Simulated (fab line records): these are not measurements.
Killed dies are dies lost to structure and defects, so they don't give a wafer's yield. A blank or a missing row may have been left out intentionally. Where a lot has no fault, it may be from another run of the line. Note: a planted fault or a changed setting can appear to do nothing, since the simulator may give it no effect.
A single fault, viewed from 3 desks :: flow n5Finfet :: every desk sees just its own numbers, and what lay behind them comes last

## THE DEFECT DESK
Counts from the inspections along the route, per lot, as means over the sampled wafers that have a number. Marked OUT: a lot whose mean sits more than 4 standard deviations from the usual mean, which makes it out of limits; the brackets give that distance.
Columns: A = rawDefectCount at N5_MOL_CONTACT_COAG_INSPECT_10, usual 65
lot: L766
first seen here: day 5 09:48
A: 43

lot: L767
first seen here: day 5 11:59
A: 99

lot: L768
first seen here: day 5 18:09
A: 64

lot: L771
first seen here: day 6 12:32
A: 91

lot: L774
first seen here: day 7 05:07
A: 75

lot: L775
first seen here: day 7 12:26
A: 44

lot: L777
first seen here: day 7 23:01
A: 55

lot: L778
first seen here: day 8 07:19
A: 55

lot: L779
first seen here: day 8 09:47
A: 68

lot: L780
first seen here: day 8 14:45
A: 33

lot: L781
first seen here: day 8 23:29
A: 58
This desk's finding: nothing out of limits on any of the 11 lots.

## METROLOGY DESK
Means of the sampled wafers that have a number, per lot and without regard to the tool the lot ran on: this is what the gauges read. Marked OUT: a lot whose mean sits more than 4 standard deviations from the usual mean, which makes it out of limits; the brackets give that distance. Shown here are 7 of its 10 readings, the ones lying furthest out on some lot.
Columns: A = DIBL_P at N5_BEOL_M4_RC_MEAS_101, usual 37.3 mV/V; B = IOFF_N at N5_BEOL_M4_RC_MEAS_101, usual 0.16 nA/um; C = IOFF_P at N5_BEOL_M4_RC_MEAS_101, usual 0.22 nA/um; D = ION_N at N5_BEOL_M4_RC_MEAS_101, usual 673 uA/um; E = ION_P at N5_BEOL_M4_RC_MEAS_101, usual 463 uA/um; F = VT_N at N5_BEOL_M4_RC_MEAS_101, usual 250 mV; G = VT_P at N5_BEOL_M4_RC_MEAS_101, usual -250 mV
lot: L767
first seen here: day 8 18:08
A: 38.1
B: 0.17
C: 0.23
D: 676
E: 466
F: 249
G: -249

lot: L766
first seen here: day 8 22:41
A: 40.4
B: 0.21
C: 0.29
D: 687
E: 473
F: 248
G: -246

lot: L768
first seen here: day 9 02:05
A: 35.4
B: 0.15
C: 0.19
D: 664
E: 451
F: 251
G: -255

lot: L771
first seen here: day 10 02:21
A: 38.0
B: 0.18
C: 0.23
D: 672
E: 463
F: 248
G: -249

lot: L774
first seen here: day 10 09:36
A: 38.2
B: 0.18
C: 0.28
D: 677
E: 477
F: 249
G: -244

lot: L775
first seen here: day 11 02:36
A: 37.6
B: 0.15
C: 0.21
D: 671
E: 466
F: 250
G: -249

lot: L777
first seen here: day 11 14:33
A: 38.2
B: 0.19
C: 0.25
D: 685
E: 467
F: 245
G: -248

lot: L778
first seen here: day 11 14:55
A: 37.1
B: 0.17
C: 0.24
D: 683
E: 469
F: 249
G: -249

lot: L779
first seen here: day 11 21:56
A: 36.6
B: 0.13
C: 0.18
D: 666
E: 457
F: 254
G: -256

lot: L780
first seen here: day 12 03:09
A: 35.8
B: 0.15
C: 0.20
D: 676
E: 464
F: 251
G: -251

lot: L781
first seen here: day 12 09:53
A: 38.4
B: 0.17
C: 0.23
D: 673
E: 458
F: 250
G: -250
This desk's finding: nothing out of limits on any of the 11 lots.

## TOOL OWNER'S DESK, implanter-01
For each lot that ran on this tool, the mean over its sampled wafers that have a number, from the tool's own readings at N5_MOL_CONTACT_COAG_IMPLANT_129. Marked OUT: a lot whose mean sits more than 4 standard deviations from the usual mean, which makes it out of limits; the brackets give that distance.
Columns: A = beamEnergyKeV at N5_MOL_CONTACT_COAG_IMPLANT_129, usual 3.0002; B = endStationPressureTorr at N5_MOL_CONTACT_COAG_IMPLANT_129, usual 5.96e-06 Torr; C = rotationDeg at N5_MOL_CONTACT_COAG_IMPLANT_129, usual -0.004 degrees
lot: L767
first seen here: day 5 12:36
A: 3.0005
B: 6.14e-06
C: 0.012

lot: L771
first seen here: day 6 13:01
A: 3.0000
B: 6.24e-06
C: -0.005

lot: L778
first seen here: day 8 07:47
A: 3.0005
B: 6.10e-06
C: 0.014

lot: L779
first seen here: day 8 10:28
A: 6.6533 (+99 or more) OUT
B: 1.08e-05 (+17) OUT
C: -0.006

lot: L781
first seen here: day 9 00:28
A: 6.6538 (+99 or more) OUT
B: 1.08e-05 (+17) OUT
C: -0.004
This desk finds L779, L781 out of limits, L779 being first, at day 8 10:28 (beamEnergyKeV at N5_MOL_CONTACT_COAG_IMPLANT_129). L767, L771, L778: within limits.

## TAKEN TOGETHER
The tool owner's desk had the chance to raise an alarm at day 8 10:28 on L779, L781.
No out-of-limits result turned up at the defect desk.
The metrology desk saw nothing out of limits.
The defect desk has L779, L781 on record, within its limits.
The metrology desk holds a record of L779, L781, inside its limits.
Every lot named ran N5_MOL_CONTACT_COAG_IMPLANT_129 on implanter-01.

## WHAT THE SIMULATOR PUT IN
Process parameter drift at N5_MOL_CONTACT_COAG_IMPLANT_129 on implanter-01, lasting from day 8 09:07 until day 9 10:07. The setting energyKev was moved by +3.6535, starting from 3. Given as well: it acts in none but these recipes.
Shown lots that were struck: L779, L781.
Delay in hours, fault start to first out-of-limits reading, by desk: the tool owner's desk at 1.
